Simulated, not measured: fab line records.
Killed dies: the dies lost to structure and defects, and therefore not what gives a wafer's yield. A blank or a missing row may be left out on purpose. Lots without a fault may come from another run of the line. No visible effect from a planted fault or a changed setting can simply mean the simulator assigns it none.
A struck lot beside a sound one	flow nand-harc	14 steps out of a route of 1159
Sound: wafers L177.4, L177.5, L177.6. The struck wafers were L184.1, L184.4, L184.6. The cause comes at the end.
Per side, at each step with rows, come the tool, then ch with its chambers, and then its first start. Under that, the readings that differ: sound wafers	struck wafers	difference of the means	sigmas: that difference in standard deviations of wafers without a fault.
alike: a reading whose means differ by less than 2 such deviations, as well as words and numbers matching on both sides. not compared: withheld readings; readings where some wafer has no value; bounds like >300 that might hide an equal value; numbers whose values overlap and for which the record gives no deviation.
The two part at a step that has a row with sigmas, a row that says differs or no value, or rows on one side only. Non-overlapping numbers with no deviation appear without sigmas and do not part them. A reading that every wafer of one side lacks parts them only if that side has two wafers or more.

first, 2 steps without rows for these wafers: NHARC_A_SOURCE_PLATE_CVD_03 (deposits poly-Si, target thk 200 nm, time 4000 s); NHARC_A_SOURCE_PLATE_ANNEAL_05 (time 1800 s).
NHARC_A_SOURCE_PLATE_THK_MEAS_06: measures by ellipsometry.
  sound on film-metro-01, day 9 07:47; struck on film-metro-02, day 11 11:26
  alike: thk-nm
NHARC_A_SOURCE_PLATE_INSPECT_08:
  sound on defect-inspect-02, day 9 07:51; struck on defect-inspect-02, day 11 11:31
  alike: raw-defect-count
then NHARC_A_ONON_D1_DEP_00 (target thk 1000 nm), 1 step lacking rows for these wafers.
NHARC_A_ONON_D1_THK_MEAS_02: measures by ellipsometry.
  sound on film-metro-01, day 9 08:25; struck on film-metro-01, day 11 12:05
  alike: thk-nm
then NHARC_A_ONON_D1_DEP_03 (target thk 1000 nm), 1 step lacking rows for these wafers.
NHARC_A_ONON_D1_THK_MEAS_05: measures by ellipsometry.
  sound on film-metro-01, day 9 08:59; struck on film-metro-02, day 11 12:40
  alike: thk-nm
then NHARC_A_ONON_D1_DEP_06 (target thk 1000 nm), 1 step lacking rows for these wafers.
NHARC_A_ONON_D1_THK_MEAS_08: measures by ellipsometry.
  sound on film-metro-02, day 9 09:33; struck on film-metro-01, day 11 13:16
  alike: thk-nm
NHARC_A_ONON_D1_DEP_09: target thk 1000 nm.
  sound on pecvd-onon-04 ch 0, day 9 09:47; struck on pecvd-onon-04 ch 0, day 11 13:19
NHARC_A_ONON_D1_THK_MEAS_11: measures by ellipsometry.
  sound on film-metro-01, day 9 10:07; struck on film-metro-01, day 11 13:50
reading	sound	struck	difference	sigmas
thk-nm (nm)	984 985 985	464 466 466	-519	-56
then NHARC_A_ONON_D1_DEP_12 (target thk 1000 nm), 1 step lacking rows for these wafers.
-- the record jumps here: 13 days lie between the struck wafers' starts before and after (it left off in module A_ONON_D1 and takes up again in module END, whose first step shown is number 1159 of the route) --
NHARC_END_SORT_01:
  the record has rows for the struck wafers here (prober-02 ch 0, day 24 04:48) and none for the sound ones

## WHERE THEY PART
Last at NHARC_END_SORT_01 as far as this record goes, first at NHARC_A_ONON_D1_THK_MEAS_11.

WHY: whatever the simulator had introduced
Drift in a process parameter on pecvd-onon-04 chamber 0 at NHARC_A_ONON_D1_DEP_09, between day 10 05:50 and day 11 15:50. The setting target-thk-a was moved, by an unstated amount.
